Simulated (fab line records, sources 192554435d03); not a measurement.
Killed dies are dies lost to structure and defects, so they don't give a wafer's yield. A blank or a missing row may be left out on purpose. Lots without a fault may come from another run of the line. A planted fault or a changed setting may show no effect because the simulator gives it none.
fab line records | flow n5_finfet
record lots=9 wafers=27 last_day=17
route steps=1938 shown BEOL_M3@998 BEOL_M4@1111 PASSIVATION@1936
lots that met no fault: from a run of the same line without faults
start_h: hours from the record's first day to the start of the lot's first wafer shown | wait_h: hours since the lot's step before | " the same as in the row above | L1.1+2: a row that stands for several wafers | - no value, or no start given | * or withheld: withheld | < > ~ a bound
route shown NAME@n: a module of which the file shows steps, and the number in the route of the first | usual: mean/standard deviation of fault-free wafers | same: alike in all rows | chamber/n: place in a boat | sites: the reading at each site | _std_site: their standard deviation | _edge_site: outer sites' mean less inner sites' | radius_mm: how far each site lies from the wafer's centre | mask NAME#n: copy n | behind: the tool/chamber that last shaped the wafer | hold: why the lot was held/for how many hours/how that ended | device: the transistor (n, p or np) that didn't switch | end of line: the same wafers' tests at the end of the route | a step without rows: its recipe alone | killed: dies lost to structure and defects at the first sort, not the wafer's yield | map: a wafer's dies, x killed, . not, _ none there
set.NAME: the setting as run; set.NAME@STEP: as run at that earlier step | model.NAME: the simulator's own value behind a step, which no gauge read
steps of the route over a sample of lots; a table a step, a row a wafer
services: from which hour (start_h, from the record's first day; less than 0 if before it) a tool's chamber was out of use, for how many hours, and why
## steps
# step N5_BEOL_M3_SPUTTER_81
# recipe material=Cu target_thk_a=45 temp_c=-20 chamber_pressure_pa=0.07 power_w=withheld time_s=8.29
# usual chuck_gas_flow_sccm=1.26/0.055 throttle_valve_pct=30.0/0.95
# columns lot.wafer tool chamber start_h wait_h chuck_gas_flow_sccm throttle_valve_pct
L225.2 pvd_sputter-01 - 153.53 0.1 1.20 31.1
L225.4 " - " " 1.26 29.1
L225.6 " - " " 1.32 30.8
L227.1 pvd_sputter-03 - 163.21 0.1 1.17 30.3
L227.2 " - " " 1.24 28.4
L227.5 " - " " 1.25 30.1
L231.2 pvd_sputter-03 - 196.20 0.1 1.16 30.3
L231.4 " - " " 1.26 28.3
L231.6 " - " " 1.28 30.2
L235.1 pvd_sputter-03 - 212.21 0.1 1.15 30.1
L235.3 " - " " 1.31 29.5
L235.6 " - " " 1.24 29.7
L234.2 pvd_sputter-02 - 212.45 0.1 1.25 29.6
L234.3 " - " " 1.28 31.4
L234.6 " - " " 1.25 30.7
L236.1 pvd_sputter-03 - 219.90 0.1 1.16 30.2
L236.2 " - " " 1.27 30.1
L236.5 " - " " 1.21 29.9
L238.1 pvd_sputter-02 - 231.93 0.1 1.31 31.0
L238.3 " - " " 1.31 31.3
L238.6 " - " " 1.31 31.0
L246.3 pvd_sputter-03 - 282.92 0.1 1.21 28.2
L246.5 " - " " 1.36 29.7
L246.6 " - " " 1.27 30.3
L247.1 pvd_sputter-02 - 286.44 0.1 1.28 31.5
L247.2 " - " " 1.23 29.6
L247.6 " - " " 1.32 29.5
# step N5_BEOL_M3_SPUTTER_86
# recipe material=Cu target_thk_a=45 temp_c=-20 chamber_pressure_pa=0.07 power_w=withheld time_s=8.29
# usual chuck_gas_flow_sccm=1.26/0.061 throttle_valve_pct=30.1/0.96
# columns lot.wafer tool chamber start_h wait_h chuck_gas_flow_sccm throttle_valve_pct
L225.2 pvd_sputter-01 - 153.77 0.1 1.32 31.0
L225.4 " - " " 1.26 29.1
L225.6 " - " " 1.25 31.2
L227.1 pvd_sputter-03 - 163.43 0.1 1.26 30.1
L227.2 " - " " 1.23 28.5
L227.5 " - " " 1.13 30.0
L231.2 pvd_sputter-03 - 196.42 0.1 1.26 30.2
L231.4 " - " " 1.30 28.5
L231.6 " - " " 1.29 30.2
L235.1 pvd_sputter-03 - 212.43 0.1 1.37 30.0
L235.3 " - " " 1.20 29.7
L235.6 " - " " 1.16 30.3
L234.2 pvd_sputter-02 - 212.67 0.1 1.30 29.3
L234.3 " - " " 1.22 31.3
L234.6 " - " " 1.37 31.0
L236.1 pvd_sputter-03 - 220.12 0.1 1.27 30.2
L236.2 " - " " 1.27 30.2
L236.5 " - " " 1.23 30.1
L238.1 pvd_sputter-02 - 232.15 0.1 1.25 30.9
L238.3 " - " " 1.25 31.6
L238.6 " - " " 1.30 30.8
L246.3 pvd_sputter-03 - 283.14 0.1 1.27 28.3
L246.5 " - " " 1.36 29.5
L246.6 " - " " 1.20 30.4
L247.1 pvd_sputter-02 - 286.66 0.1 1.29 31.5
L247.2 " - " " 1.38 29.5
L247.6 " - " " 1.36 29.8
# step N5_BEOL_M3_SPUTTER_96
# recipe material=Cu target_thk_a=45 temp_c=-20 chamber_pressure_pa=0.07 power_w=withheld time_s=8.29
# usual chuck_gas_flow_sccm=1.26/0.058 throttle_valve_pct=30.1/0.97
# columns lot.wafer tool chamber start_h wait_h chuck_gas_flow_sccm throttle_valve_pct
L225.2 pvd_sputter-01 - 154.96 0.1 1.14 31.1
L225.4 " - " " 1.33 29.3
L225.6 " - " " 1.21 31.0
L227.1 pvd_sputter-03 - 164.53 0.1 1.28 30.3
L227.2 " - " " 1.26 28.6
L227.5 " - " " 1.31 30.0
L231.2 pvd_sputter-03 - 197.52 0.1 1.33 30.0
L231.4 " - " " 1.33 28.5
L231.6 " - " " 1.25 30.1
L235.1 pvd_sputter-03 - 213.53 0.1 1.22 29.9
L235.3 " - " " 1.20 29.6
L235.6 " - " " 1.25 30.1
L234.2 pvd_sputter-02 - 213.77 0.1 1.27 29.4
L234.3 " - " " 1.30 31.5
L234.6 " - " " 1.34 31.1
L236.1 pvd_sputter-03 - 222.87 0.1 1.26 30.1
L236.2 " - " " 1.15 29.9
L236.5 " - " " 1.22 30.2
L238.1 pvd_sputter-02 - 233.25 0.1 1.39 31.0
L238.3 " - " " 1.15 31.6
L238.6 " - " " 1.37 30.9
L246.3 pvd_sputter-03 - 284.24 0.1 1.37 28.6
L246.5 " - " " 1.27 29.7
L246.6 " - " " 1.21 30.0
L247.1 pvd_sputter-02 - 287.76 0.1 1.26 31.6
L247.2 " - " " 1.18 29.5
L247.6 " - " " 1.28 29.3
# step N5_BEOL_M3_CMP_52
# recipe stop_on=SiOC t_overpolish_s=6.8 down_force_psi=1 platen_rpm=50 clearing_platen_down_force_psi=1.5 clearing_platen_rpm=50 post_cmp_clean=cu_alkaline target_thk_nm=40 clearing_platen_pad_velocity_m_s=0.99484 pad_velocity_m_s=0.99484
# usual barrier_field_endpoint_s=24.8/0.98 clearing_platen_down_force_psi=1.5002/0.003 motor_current_A=6.2/0.53 overpolish_run_s=6.800/0.011 platen_rpm=50.00/0.036 time_to_endpoint_s=64/5.5
# columns lot.wafer tool chamber start_h wait_h barrier_field_endpoint_s clearing_platen_down_force_psi motor_current_A overpolish_run_s platen_rpm time_to_endpoint_s
L225.2 cmp-03 2 155.52 0.3 23.5 1.4995 5.3 6.783 49.97 59
L225.4 " 0 " " 25.6 1.5024 6.8 6.805 50.05 66
L225.6 " 1 " " 24.7 1.4979 7.1 6.805 50.04 60
L227.2 cmp-04 3 165.06 0.2 24.4 1.5010 5.7 6.814 50.03 64
L227.1 " 0 " " 23.3 1.4998 6.0 6.843 50.09 63
L227.5 " 3 " " 24.3 1.4965 6.1 6.798 50.05 60
L231.4 cmp-04 2 198.29 0.2 23.9 1.4995 6.9 6.804 49.98 56
L231.2 " 3 " " 24.5 1.4978 5.8 6.803 50.02 64
L231.6 " 2 " " 24.2 1.5022 6.7 6.803 49.98 58
L235.3 cmp-01 2 214.02 0.2 - - - - - -
L235.1 " 1 " " - - - - - -
L235.6 " 2 " " - - - - - -
L234.2 cmp-03 0 214.48 0.2 - - - - - -
L234.3 " 2 " " - - - - - -
L234.6 " 3 " " - - - - - -
L236.2 cmp-01 2 223.50 0.3 25.1 1.4996 5.5 6.795 49.96 66
L236.1 " 3 " " 26.0 1.5050 6.2 6.786 50.03 71
L236.5 " 0 " " 25.7 1.4929 5.9 6.794 49.99 63
L238.1 cmp-03 2 233.91 0.3 23.1 1.5029 5.3 6.807 49.97 57
L238.3 " 0 " " 24.3 1.4992 6.3 6.786 50.01 66
L238.6 " 1 " " 23.8 1.5028 6.8 6.809 50.11 59
L246.3 cmp-04 3 284.81 0.2 24.1 1.5009 5.9 6.797 49.99 64
L246.5 " 1 " " 25.8 1.4938 6.2 6.787 50.00 72
L246.6 " 2 " " 23.3 1.5052 6.9 6.785 50.01 57
L247.1 cmp-03 2 288.37 0.3 24.0 1.4997 5.5 6.785 49.98 58
L247.2 " 3 " " 23.8 1.5000 6.1 6.819 49.98 62
L247.6 " 2 " " 23.7 1.5048 5.7 6.799 50.03 56
# step N5_BEOL_M3_THK_MEAS_53
# recipe thk_meas_gauge=xrf reads=Cu_of_BEOL_M3_ECD_50
# usual M3_THK=40.7/2.1
# columns lot.wafer tool chamber start_h wait_h M3_THK[nm]
L225.2 film_metro-01 - 155.77 - 35.9
L225.4 " - " " 41.6
L225.6 " - " " 37.9
L227.1 film_metro-01 - 165.32 - 40.2
L227.2 " - " " 39.3
L227.5 " - " " 40.7
L231.2 film_metro-01 - 198.54 - 39.6
L231.4 " - " " 38.9
L231.6 " - " " 42.0
L235.1 film_metro-01 - 214.32 0.1 304.9
L235.3 " - " " 303.3
L235.6 " - " " 304.8
L234.2 film_metro-01 - 214.74 0.2 301.5
L234.3 " - " " 308.5
L234.6 " - " " 302.4
L236.1 film_metro-01 - 223.72 - 43.2
L236.2 " - " " 41.0
L236.5 " - " " 40.6
L238.1 film_metro-01 - 234.16 - 40.1
L238.3 " - " " 40.1
L238.6 " - " " 42.4
L246.3 film_metro-01 - 285.03 - 38.6
L246.5 " - " " 44.9
L246.6 " - " " 39.6
L247.1 film_metro-01 - 288.63 - 37.3
L247.2 " - " " 36.8
L247.6 " - " " 40.1
# step N5_BEOL_M3_RS_MEAS_58
# recipe thk_meas_gauge=four-point-probe reads=Co_of_BEOL_M3_CO_CAP_55+Cu_of_BEOL_M3_ECD_50+Co_of_BEOL_M3_CVD_47+TaN_of_BEOL_M3_ALD_84
# usual M3_RS=0.66/0.044
# columns lot.wafer tool chamber start_h wait_h M3_RS[ohm/sq]
L225.2 film_metro-01 - 156.18 0.1 0.77
L225.4 " - " " 0.64
L225.6 " - " " 0.72
L227.1 film_metro-01 - 165.58 0.0 0.67
L227.2 " - " " 0.68
L227.5 " - " " 0.66
L231.2 film_metro-01 - 198.81 0.1 0.69
L231.4 " - " " 0.71
L231.6 " - " " 0.64
L235.1 film_metro-01 - 214.58 0.0 0.06
L235.3 " - " " 0.06
L235.6 " - " " 0.06
L234.2 film_metro-01 - 215.00 0.1 0.06
L234.3 " - " " 0.06
L234.6 " - " " 0.06
L236.1 film_metro-01 - 223.98 0.0 0.60
L236.2 " - " " 0.65
L236.5 " - " " 0.65
L238.1 film_metro-01 - 234.45 0.1 0.68
L238.3 " - " " 0.68
L238.6 " - " " 0.63
L246.3 film_metro-01 - 285.29 0.1 0.71
L246.5 " - " " 0.59
L246.6 " - " " 0.69
L247.1 film_metro-01 - 288.89 0.0 0.75
L247.2 " - " " 0.76
L247.6 " - " " 0.68
# step N5_BEOL_M3_INSPECT_59
# recipe inspect_instrument=darkfield mode=post_dep
# usual raw_defect_count=65/20
# columns lot.wafer tool chamber start_h wait_h raw_defect_count
L225.2 defect_inspect-02 - 156.20 0.0 32
L225.4 " - " " 42
L225.6 " - " " 76
L227.1 defect_inspect-02 - 165.61 0.0 53
L227.2 " - " " 74
L227.5 " - " " 95
L231.2 defect_inspect-01 - 198.83 0.0 61
L231.4 " - " " 95
L231.6 " - " " 128
L235.1 defect_inspect-01 - 214.61 0.0 5013
L235.3 " - " " 5204
L235.6 " - " " 5144
L234.2 defect_inspect-02 - 215.03 0.0 5162
L234.3 " - " " 5192
L234.6 " - " " 5132
L236.1 defect_inspect-02 - 224.00 0.0 45
L236.2 " - " " 60
L236.5 " - " " 51
L238.1 defect_inspect-02 - 234.48 0.0 60
L238.3 " - " " 46
L238.6 " - " " 87
L246.3 defect_inspect-02 - 285.31 0.0 58
L246.5 " - " " 118
L246.6 " - " " 109
L247.1 defect_inspect-02 - 288.92 0.0 59
L247.2 " - " " 83
L247.6 " - " " 42
# step N5_BEOL_M4_RC_MEAS_101
# usual DIBL_N=36.8/2.2 DIBL_P=37.1/2.8 IOFF_N=0.17/0.04 IOFF_P=0.22/0.049 ION_N=672/16 ION_P=460/9.2 SS_N=71.6/0.69 SS_P=73.5/0.78 VT_N=249/3.6 VT_P=-250/3.9
# columns lot.wafer tool chamber start_h wait_h DIBL_N[mV/V] DIBL_P[mV/V] IOFF_N[nA/um] IOFF_P[nA/um] ION_N[uA/um] ION_P[uA/um] SS_N[mV/dec] SS_P[mV/dec] VT_N[mV] VT_P[mV]
L225.2 prober-02 0 166.00 0.2 33.5 34.2 0.13 0.17 640 445 71.0 72.6 253 -250
L225.4 " 0 " " 36.9 39.3 0.18 0.26 683 475 71.3 73.9 251 -248
L225.6 " 0 " " 35.6 37.0 0.17 0.23 674 460 71.7 73.7 250 -248
L227.1 prober-01 0 175.04 0.0 38.2 40.1 0.21 0.22 699 462 72.3 73.7 245 -251
L227.2 " 0 " " 34.5 34.8 0.14 0.16 670 454 70.7 73.0 252 -253
L227.5 " 0 " " 37.9 39.2 0.23 0.23 703 472 72.0 73.6 246 -250
L231.2 prober-02 0 207.81 0.2 39.7 40.3 0.22 0.27 696 471 72.1 74.9 244 -250
L231.4 " 0 " " 41.1 40.2 0.22 0.25 664 456 71.5 73.9 246 -250
L231.6 " 0 " " 41.0 41.1 0.23 0.27 691 469 72.2 74.3 244 -247
L236.1 prober-02 0 235.41 0.0 36.0 35.3 0.16 0.18 662 443 71.3 72.8 249 -253
L236.2 " 0 " " 38.7 39.5 0.22 0.26 697 474 72.4 75.4 243 -246
L236.5 " 0 " " 38.1 38.7 0.21 0.25 681 458 71.9 74.5 244 -249
L238.1 prober-01 0 254.96 0.0 37.3 36.9 0.17 0.24 691 473 71.6 73.0 249 -243
L238.3 " 0 " " 34.7 34.5 0.13 0.22 666 471 71.1 72.8 249 -247
L238.6 " 0 " " 36.9 37.7 0.17 0.27 687 484 71.4 72.6 248 -244
L246.3 prober-02 0 303.15 0.3 34.2 34.1 0.13 0.16 643 441 72.1 72.9 254 -256
L246.5 " 0 " " 34.4 35.3 0.13 0.18 671 459 71.4 73.7 253 -255
L246.6 " 0 " " 36.8 37.6 0.17 0.21 685 456 72.5 74.1 248 -252
L247.1 prober-01 0 304.53 0.0 37.5 38.1 0.20 0.27 678 460 72.5 73.3 244 -244
L247.2 " 0 " " 37.0 37.6 0.18 0.27 678 468 71.6 73.6 248 -244
L247.6 " 0 " " 37.4 38.8 0.21 0.29 691 465 72.0 72.6 245 -242
# step N5_PASSIVATION_PROBE_49
# usual defect_limited_yield=91.1/1.5 killed_at_M0_to_M3=35/11 killed_at_M4_up=13/5.7 killed_at_contacts=12/5.7 killed_at_front_end=40/11 killed_at_other=4/4.4 killed_dies=105/18 killed_on_rim=14/3.9 killed_open=68/14 killed_short=34/7.4 sort_bin_5_function=5.2/1 sort_bin_6_memory=3.3/0.67 sort_bin_8_speed=0.04/0.29 sort_n_pass=1074/18 sort_yield_pct=91.0/1.5
# same gross_dies=1180 killed_at_back_side=0 sort_bin_4_leakage[%]=0
# columns lot.wafer tool chamber start_h wait_h defect_limited_yield[%] killed_at_M0_to_M3 killed_at_M4_up killed_at_contacts killed_at_front_end killed_at_other killed_dies killed_on_rim killed_open killed_short sort_bin_5_function[%] sort_bin_6_memory[%] sort_bin_8_speed[%] sort_n_pass sort_yield_pct[%]
L234.2 prober-01 - 320.56 0.1 0 1108 9 13 48 2 1180 152 72 28 5.7 2.8 0 0 0
L234.3 prober-01 - 320.61 0.1 0 1102 10 5 62 1 1180 152 77 26 4.8 3.5 0 0 0
L234.6 prober-01 - 320.76 0.3 0 1124 11 10 35 0 1180 152 63 20 4.2 2.6 0 0 0
L235.1 prober-02 - 332.75 0.0 0 1136 9 3 27 5 1180 152 38 22 2.7 2.2 0 0 0
L235.3 prober-02 - 332.85 0.1 0 1123 13 9 32 3 1180 152 48 23 3.9 2.2 0 0 0
L235.6 prober-02 - 333.00 0.3 0 1123 14 12 30 1 1180 152 46 22 3.1 2.5 0 0 0
# killed by level:class
L234.2 BEOL_M3:area_cmp=1078 STI_FIN_REVEAL:geometric_particle:open=22 MOL_CONTACT_COAG:geometric_particle:open=11 BEOL_M0_SAQP:geometric_particle:short=8 BEOL_M0_SAQP:geometric_particle:open=6 BEOL_M1:geometric_particle:open=6 DUMMY_GATE:geometric_particle:open=5 BEOL_M2:geometric_particle:open=5
L234.3 BEOL_M3:area_cmp=1076 STI_FIN_REVEAL:geometric_particle:open=31 FIN_SAQP:geometric_particle:open=11 STI_FIN_REVEAL:geometric_particle:short=7 BEOL_M0_SAQP:geometric_particle:short=7 BEOL_M0_SAQP:geometric_particle:open=5 BEOL_M1:geometric_particle:open=5 DUMMY_GATE:geometric_particle:open=4
L234.6 BEOL_M3:area_cmp=1096 STI_FIN_REVEAL:geometric_particle:open=10 MOL_CONTACT_COAG:geometric_particle:open=9 BEOL_M2:geometric_particle:open=9 BEOL_M0_SAQP:geometric_particle:short=8 DUMMY_GATE:geometric_particle:open=7 BEOL_M0_SAQP:geometric_particle:open=6 BEOL_M5:geometric_particle:open=4
L235.1 BEOL_M3:area_cmp=1120 BEOL_M1:geometric_particle:open=8 FIN_SAQP:geometric_particle:short=7 FIN_SAQP:geometric_particle:open=5 BEOL_M4:geometric_particle:open=4 BEOL_M0_SAQP:geometric_particle:short=3 BEOL_M0_SAQP:geometric_particle:open=3 STARTING-WAFER:geometric_particle:open=3
L235.3 BEOL_M3:area_cmp=1108 STI_FIN_REVEAL:geometric_particle:open=10 MOL_CONTACT_COAG:geometric_particle:open=7 BEOL_M4:geometric_particle:open=7 STI_FIN_REVEAL:geometric_particle:short=5 GATE_CUT:geometric_particle:short=5 BEOL_M0_SAQP:geometric_particle:short=5 BEOL_M0_SAQP:geometric_particle:open=4
L235.6 BEOL_M3:area_cmp=1112 MOL_CONTACT_COAG:geometric_particle:open=10 BEOL_M4:geometric_particle:open=9 STI_FIN_REVEAL:geometric_particle:open=8 FIN_SAQP:geometric_particle:short=7 BEOL_M0_SAQP:geometric_particle:open=4 FIN_SAQP:geometric_particle:open=3 STI_FIN_REVEAL:geometric_particle:short=3
## services
# columns tool chamber start_h hours kind
cmp-04 - 133.17 4.0 pm
cmp-03 - 134.08 1.0 repair
cmp-04 - 137.17 - consumable_replace:conditioner
cmp-04 - 137.17 - consumable_replace:pad
pvd_sputter-01 - 144.28 0.7 repair
cmp-03 - 173.25 0.5 repair
pvd_sputter-02 - 177.09 4.0 repair
cmp-03 - 178.69 1.7 repair
cmp-03 - 200.52 4.0 pm
cmp-03 - 204.52 - consumable_replace:conditioner
cmp-03 - 204.52 - consumable_replace:pad
cmp-04 - 205.68 3.3 repair
cmp-01 - 229.82 3.5 repair
cmp-04 - 231.46 1.4 repair
cmp-03 - 246.74 0.4 repair
cmp-01 - 255.89 0.7 repair
## key
first_sign step=N5_BEOL_M3_CMP_52 reading=tool_record direction=missing
effect step=N5_BEOL_M3_THK_MEAS_53 reading=M3_THK direction=up sigmas=99+ usual=40.7 struck=304.2
effect step=N5_BEOL_M3_RS_MEAS_58 reading=M3_RS direction=down sigmas=14 usual=0.66 struck=0.06
effect step=N5_BEOL_M3_INSPECT_59 reading=raw_defect_count direction=up sigmas=99+ usual=65 struck=5141
effect step=N5_PASSIVATION_PROBE_49 reading=killed_at_M0_to_M3 direction=up sigmas=99+ usual=35 struck=1119
more_kills_born_at N5_BEOL_M3_CMP_52@cmp-01=3340 N5_BEOL_M3_CMP_52@cmp-03=3250
met_at N5_BEOL_M3_CMP_52
struck_lots L234,L235
later_rows_left_out L234.2,L234.3,L234.6,L235.1,L235.3,L235.6
not_acting_at N5_BEOL_M3_SPUTTER_81,N5_BEOL_M3_SPUTTER_86,N5_BEOL_M3_SPUTTER_96
onset_between 155.52 214.02
fault kind=skipped_step_whole tool=cmp-01,cmp-03 chamber=- onset_h=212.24 steps=N5_BEOL_M3_CMP_52 scope=struck_lots_only
# later_rows_left_out: the simulator's readings of these wafers behind a module that went badly wrong aren't trusted and aren't shown, but for the sort
